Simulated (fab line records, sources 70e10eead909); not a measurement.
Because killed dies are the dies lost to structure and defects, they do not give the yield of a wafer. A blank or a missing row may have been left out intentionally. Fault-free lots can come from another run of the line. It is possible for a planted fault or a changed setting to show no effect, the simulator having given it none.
Which tool is to blame? / flow nand-harc / 11 lots with 33 wafers sampled at 4 steps, on a route of 1159 steps

== WHAT THE GAUGES READ, wafer by wafer ==
NHARC_P_BONDPAD_CD_MEAS_09 targets a cd of 500 nm.
lot=L552; measured=day 6 09:31; on=cd-sem-01; cd-nm (nm)=496.6 497.6 501.1
lot=L553; measured=day 6 18:57; on=cd-sem-01; cd-nm (nm)=495.4 497.5 498.3
lot=L554; measured=day 6 19:13; on=cd-sem-03; cd-nm (nm)=497.4 499.9 497.7
lot=L555; measured=day 7 10:47; on=cd-sem-02; cd-nm (nm)=501.1 497.9 499.4
lot=L556; measured=day 7 11:13; on=cd-sem-01; cd-nm (nm)=504.3 497.4 497.6
lot=L561; measured=day 8 18:50; on=cd-sem-03; cd-nm (nm)=497.1 497.4 501.0
lot=L562; measured=day 9 00:09; on=cd-sem-02; cd-nm (nm)=508.5 504.0 508.6
lot=L563; measured=day 9 12:25; on=cd-sem-03; cd-nm (nm)=507.8 510.9 507.4
lot=L569; measured=day 10 21:58; on=cd-sem-03; cd-nm (nm)=502.1 503.1 496.5
lot=L572; measured=day 11 02:46; on=cd-sem-01; cd-nm (nm)=498.0 506.2 495.7
lot=L571; measured=day 11 12:10; on=cd-sem-01; cd-nm (nm)=502.3 502.7 505.9

== WHAT TOOL EACH LOT RAN ON (gives the tool, then ch and the chambers of the sampled wafers, and finally the start) ==
lot=L552; NHARC_P_M2_DEGAS_29=pvd-sputter-02, day 6 06:16; NHARC_P_M2_PVD_20=pvd-sputter-02, day 6 09:22 or earlier; NHARC_P_BONDPAD_EXPOSE_06=krf-scanner-03 ch 0, day 6 09:22
lot=L553; NHARC_P_M2_DEGAS_29=pvd-sputter-01, day 6 15:26; NHARC_P_M2_PVD_20=pvd-sputter-01, day 6 18:49 or earlier; NHARC_P_BONDPAD_EXPOSE_06=krf-scanner-01 ch 0, day 6 18:49
lot=L554; NHARC_P_M2_DEGAS_29=pvd-sputter-02, day 6 15:39; NHARC_P_M2_PVD_20=pvd-sputter-02, day 6 19:04 or earlier; NHARC_P_BONDPAD_EXPOSE_06=krf-scanner-02 ch 0, day 6 19:04
lot=L555; NHARC_P_M2_DEGAS_29=pvd-sputter-02, day 7 07:25; NHARC_P_M2_PVD_20=pvd-sputter-02, day 7 10:38 or earlier; NHARC_P_BONDPAD_EXPOSE_06=krf-scanner-01 ch 0, day 7 10:38
lot=L556; NHARC_P_M2_DEGAS_29=pvd-sputter-03, day 7 07:58; NHARC_P_M2_PVD_20=pvd-sputter-03, day 7 11:03 or earlier; NHARC_P_BONDPAD_EXPOSE_06=krf-scanner-01 ch 0, day 7 11:03
lot=L561; NHARC_P_M2_DEGAS_29=pvd-sputter-01, day 8 15:08; NHARC_P_M2_PVD_20=pvd-sputter-01, day 8 18:40 or earlier; NHARC_P_BONDPAD_EXPOSE_06=krf-scanner-02 ch 0, day 8 18:40
lot=L562; NHARC_P_M2_DEGAS_29=pvd-sputter-01, day 8 20:49; NHARC_P_M2_PVD_20=pvd-sputter-01, day 9 00:00 or earlier; NHARC_P_BONDPAD_EXPOSE_06=krf-scanner-03 ch 0, day 9 00:00
lot=L563; NHARC_P_M2_DEGAS_29=pvd-sputter-03, day 9 08:52; NHARC_P_M2_PVD_20=pvd-sputter-03, day 9 12:16 or earlier; NHARC_P_BONDPAD_EXPOSE_06=krf-scanner-03 ch 0, day 9 12:16
lot=L569; NHARC_P_M2_DEGAS_29=pvd-sputter-03, day 10 15:37; NHARC_P_M2_PVD_20=pvd-sputter-03, day 10 21:49 or earlier; NHARC_P_BONDPAD_EXPOSE_06=krf-scanner-02 ch 0, day 10 21:49
lot=L572; NHARC_P_M2_DEGAS_29=pvd-sputter-02, day 10 23:25; NHARC_P_M2_PVD_20=pvd-sputter-02, day 11 02:37 or earlier; NHARC_P_BONDPAD_EXPOSE_06=krf-scanner-02 ch 0, day 11 02:37
lot=L571; NHARC_P_M2_DEGAS_29=pvd-sputter-01, day 11 08:50; NHARC_P_M2_PVD_20=pvd-sputter-01, day 11 12:01 or earlier; NHARC_P_BONDPAD_EXPOSE_06=krf-scanner-01 ch 0, day 11 12:01
- NHARC_P_M2_DEGAS_29: time 60 s.
- NHARC_P_M2_PVD_20: deposits TaN, target thk 5 nm, time 8.06 s.
- NHARC_P_BONDPAD_EXPOSE_06: exposes mask P BPAD.

== THE ANSWER, worked out from the rows above alone ==
Rule: usual is defined by the lots themselves. The widest of any qualifying gaps counts: lots, ordered by their means at a reading, are off when they make up no more than a third of the lots, leave a main group of 4 or more, and stand apart from it by 3 or more times the standard deviation of that group's means. The tables above print the reading to a certain number of digits; a main group whose means all agree to those digits is not used. Also off: a lot with no number at a reading for which 4 or more lots have one. All remaining lots with rows at the step are treated as sound.
No lot is off at any reading shown: from this, nothing can be told.

== WHAT HAD BEEN PUT IN BY THE SIMULATOR ==
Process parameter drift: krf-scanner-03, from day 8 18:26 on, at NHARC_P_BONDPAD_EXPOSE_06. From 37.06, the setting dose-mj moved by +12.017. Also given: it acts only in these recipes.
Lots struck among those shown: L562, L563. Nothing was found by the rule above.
